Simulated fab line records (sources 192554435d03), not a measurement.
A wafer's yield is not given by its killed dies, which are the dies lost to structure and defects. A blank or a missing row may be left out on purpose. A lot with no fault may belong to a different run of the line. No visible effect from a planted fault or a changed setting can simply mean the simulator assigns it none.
Which tool was responsible? -- flow n5Finfet -- 24 lots, 72 wafers sampled, at 4 steps of a route of 1938

== WHAT EACH GAUGE READ, for each wafer ==
N5_BEOL_M11_THK_MEAS_01.
lot,measured,on,M11_ILD_THK (nm)
L074,day 11 17:21,filmMetro-02,267 267 269
L075,day 12 09:19,filmMetro-01,262 267 273
L078,day 12 14:41,filmMetro-01,271 269 276
L076,day 12 18:13,filmMetro-01,268 270 269
L077,day 12 22:50,filmMetro-02,270 270 274
L079,day 13 06:50,filmMetro-01,259 272 262
L083,day 13 15:14,filmMetro-02,268 268 275
L082,day 13 17:14,filmMetro-02,267 268 270
L080,day 14 03:34,filmMetro-02,270 267 273
L081,day 14 12:55,filmMetro-01,258 255 271
L084,day 14 15:56,filmMetro-01,262 264 266
L085,day 14 21:34,filmMetro-02,267 264 272
L088,day 15 07:07,filmMetro-01,262 260 270
L087,day 15 12:24,filmMetro-01,267 266 269
L089,day 15 20:29,filmMetro-02,266 268 273
L086,day 15 21:12,filmMetro-01,265 272 268
L091,day 15 21:56,filmMetro-01,267 271 270
L093,day 16 13:49,filmMetro-01,267 278 273
L092,day 16 14:17,filmMetro-02,269 270 276
L090,day 17 03:01,filmMetro-02,268 268 276
L094,day 17 12:28,filmMetro-02,274 268 267
L096,day 17 18:37,filmMetro-02,267 274 272
L097,day 18 02:42,filmMetro-01,266 271 269
L095,day 18 09:59,filmMetro-01,266 265 265

N5_BEOL_M11_INSPECT_13: inspects for defects (brightfield).
lot,measured,on,rawDefectCount
L074,day 11 18:19,defectInspect-02,400 367 322
L075,day 12 10:37,defectInspect-02,409 353 396
L078,day 12 16:13,defectInspect-02,370 404 437
L076,day 12 19:23,defectInspect-02,350 430 410
L077,day 13 00:13,defectInspect-01,576 583 713
L079,day 13 08:18,defectInspect-01,369 313 279
L083,day 13 16:19,defectInspect-02,422 551 433
L082,day 13 18:50,defectInspect-01,364 363 335
L080,day 14 05:31,defectInspect-02,466 420 376
L081,day 14 14:20,defectInspect-01,407 340 425
L084,day 14 17:30,defectInspect-02,424 397 384
L085,day 14 23:25,defectInspect-01,438 408 296
L088,day 15 09:40,defectInspect-01,333 290 301
L087,day 15 13:31,defectInspect-01,556 584 483
L089,day 15 23:04,defectInspect-01,571 474 412
L086,day 15 23:29,defectInspect-01,269 442 376
L091,day 15 23:38,defectInspect-01,359 394 396
L093,day 16 17:43,defectInspect-01,390 447 495
L092,day 16 17:45,defectInspect-01,335 369 508
L090,day 17 17:31,defectInspect-01,665 448 392
L094,day 17 17:33,defectInspect-01,482 294 368
L096,day 17 21:23,defectInspect-01,461 301 305
L097,day 18 06:18,defectInspect-01,464 476 417
L095,day 18 12:28,defectInspect-02,498 465 399

N5_BEOL_M11_INSPECT_30: inspects for defects (brightfield).
lot,measured,on,rawDefectCount
L074,day 11 19:56,defectInspect-02,395 346 322
L075,day 12 11:46,defectInspect-01,414 359 401
L078,day 12 18:12,defectInspect-01,359 403 448
L076,day 12 22:34,defectInspect-01,325 431 391
L077,day 13 02:56,defectInspect-02,595 573 715
L079,day 13 10:53,defectInspect-01,405 289 292
L083,day 13 17:40,defectInspect-02,444 538 458
L082,day 13 23:47,defectInspect-02,416 373 330
L080,day 14 08:35,defectInspect-02,471 442 365
L081,day 14 17:48,defectInspect-01,400 346 425
L084,day 14 19:26,defectInspect-02,417 392 400
L085,day 15 01:16,defectInspect-01,435 397 312
L088,day 15 11:14,defectInspect-02,342 305 313
L087,day 15 14:49,defectInspect-02,548 592 469
L089,day 16 01:20,defectInspect-01,515 477 410
L086,day 16 01:31,defectInspect-02,278 492 380
L091,day 16 01:41,defectInspect-01,367 377 400
L093,day 16 23:32,defectInspect-01,422 441 487
L092,day 16 23:34,defectInspect-01,342 370 496
L090,day 17 20:47,defectInspect-02,659 467 394
L094,day 17 20:37,defectInspect-02,469 325 386
L096,day 17 23:04,defectInspect-02,471 319 340
L097,day 18 11:16,defectInspect-01,464 489 434
L095,day 18 13:25,defectInspect-02,491 476 406

== WHAT TOOL EACH LOT RAN ON (gives the tool, then ch and the chambers of the sampled wafers, and finally the start) ==
lot,N5_BEOL_M11_HM_OPEN_17
L074,"rieMetal-03 ch 0,1, day 11 18:37"
L075,"rieMetal-01 ch 0,1, day 12 11:10"
L078,"rieMetal-01 ch 0, day 12 16:31"
L076,"rieMetal-03 ch 1, day 12 20:14"
L077,"rieMetal-03 ch 1, day 13 00:59"
L079,"rieMetal-03 ch 1, day 13 08:36"
L083,"rieMetal-03 ch 0,1, day 13 16:37"
L082,"rieMetal-03 ch 1, day 13 19:08"
L080,"rieMetal-01 ch 1, day 14 06:08"
L081,"rieMetal-02 ch 0,1, day 14 14:38"
L084,"rieMetal-01 ch 0,1, day 14 17:49"
L085,"rieMetal-01 ch 0,1, day 14 23:43"
L088,"rieMetal-01 ch 0,1, day 15 09:59"
L087,"rieMetal-03 ch 0,1, day 15 13:50"
L089,"rieMetal-02 ch 0,1, day 15 23:22"
L086,"rieMetal-01 ch 0,1, day 15 23:48"
L091,"rieMetal-03 ch 0,1, day 15 23:57"
L093,"rieMetal-03 ch 0,1, day 16 18:40"
L092,"rieMetal-02 ch 0,1, day 16 18:50"
L090,"rieMetal-01 ch 0,1, day 17 18:45"
L094,"rieMetal-03 ch 0,1, day 17 18:50"
L096,"rieMetal-03 ch 0,1, day 17 22:28"
L097,"rieMetal-02 ch 0,1, day 18 06:50"
L095,"rieMetal-02 ch 0,1, day 18 12:46"
- N5_BEOL_M11_HM_OPEN_17: chemistry Cl2/BCl3, target TiN, target depth 20 nm, overetch 6 nm.

== AS READ BY THE TOOLS THEMSELVES (means over the sampled wafers that have a number; for cases with no such wafer, the mark the record gives instead) ==
N5_BEOL_M11_HM_OPEN_17.
lot,tool,chamberPressureMTorr (mTorr),drypumpMotorCurrentA (A),oesProductAu (a.u.),throttleValvePct (%)
L074,rieMetal-03,10.004,5.73,0.69,22.33
L075,rieMetal-01,10.009,5.82,0.74,22.42
L078,rieMetal-01,10.001,5.73,0.75,22.26
L076,rieMetal-03,9.997,5.72,0.75,22.19
L077,rieMetal-03,9.998,5.74,0.76,22.15
L079,rieMetal-03,10.002,5.74,0.74,22.18
L083,rieMetal-03,10.003,5.70,0.81,22.19
L082,rieMetal-03,10.000,5.73,0.73,22.20
L080,rieMetal-01,9.993,5.84,0.72,22.50
L081,rieMetal-02,10.001,5.47,0.67,22.04
L084,rieMetal-01,10.001,5.83,0.72,22.43
L085,rieMetal-01,9.999,5.79,0.72,22.43
L088,rieMetal-01,9.996,5.78,0.72,22.36
L087,rieMetal-03,9.999,5.72,0.77,22.20
L089,rieMetal-02,10.004,5.57,0.66,21.96
L086,rieMetal-01,10.003,5.76,0.72,22.35
L091,rieMetal-03,10.002,5.71,0.77,22.19
L093,rieMetal-03,9.994,5.73,0.74,22.20
L092,rieMetal-02,9.994,5.53,0.66,21.97
L090,rieMetal-01,10.007,5.82,0.70,22.45
L094,rieMetal-03,9.996,5.68,0.76,22.20
L096,rieMetal-03,9.998,5.74,0.73,22.20
L097,rieMetal-02,9.999,5.55,0.65,21.98
L095,rieMetal-02,9.987,5.43,0.66,22.05

== THE ANSWER, worked out from the rows above alone ==
Rule: the lots themselves supply what counts as usual. Put in order of their means at a reading, lots are off if they are a third of the lots or fewer, leave a main group of 4 or more, and stand apart from it by a gap of 3 or more times the standard deviation of the main group's means; of several such gaps the widest counts. Not used: any main group whose means are identical at the precision the tables above print for the reading. A lot without any number at a reading at which 4 lots or more have one is off too. All remaining lots with rows at the step are treated as sound. The gauges are gone through in route order, then the tools' own readings, and for those a lot's mean is taken as printed above. The first step at which some lot is off is used, and at that step the reading that is off furthest; a lot without a number counts as furthest.
None of the lots is off at any reading shown; this tells nothing.

== WHAT THE SIMULATOR HAD PUT IN ==
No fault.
